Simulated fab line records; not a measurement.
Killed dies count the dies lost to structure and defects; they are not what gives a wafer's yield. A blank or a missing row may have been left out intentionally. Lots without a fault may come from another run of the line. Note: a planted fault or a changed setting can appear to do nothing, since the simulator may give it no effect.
Which tool was responsible? | flow nand-harc | 6 lots, 18 wafers sampled, at 1 step of a route of 1302

WHAT THE GAUGES READ, wafer by wafer
NHARC_P_M1_INSPECT_27.
lot  | measured     | on                | raw-defect-count
L104 | day 7 05:07  | defect-inspect-02 | 300 209 211
L107 | day 8 04:37  | defect-inspect-02 | 201 301 157
L110 | day 9 15:50  | defect-inspect-02 | 493 240 283
L116 | day 12 13:35 | defect-inspect-01 | 224 208 249
L117 | day 13 09:47 | defect-inspect-02 | 508 324 251
L125 | day 16 05:25 | defect-inspect-01 | 442 343 514

TOOL THAT RAN EACH LOT (tool first, then ch and the chambers of the sampled wafers, then the start)
Record: no process step prior to these readings.

THE ANSWER, worked out from the rows above alone
Rule: usual is defined by the lots themselves. Put in order of their means at a reading, lots are off if they are a third of the lots or fewer, leave a main group of 4 or more, and stand apart from it by a gap of 3 or more times the standard deviation of the main group's means; of several such gaps the widest counts. If all means in a main group match to the digits the tables above print for the reading, that group is not used. Also off: a lot with no number at a reading for which 4 or more lots have one. The other lots that the step has rows for count as sound.
Nothing can be told from this: no lot is off at any reading shown.

WHAT THE SIMULATOR HAD INSERTED
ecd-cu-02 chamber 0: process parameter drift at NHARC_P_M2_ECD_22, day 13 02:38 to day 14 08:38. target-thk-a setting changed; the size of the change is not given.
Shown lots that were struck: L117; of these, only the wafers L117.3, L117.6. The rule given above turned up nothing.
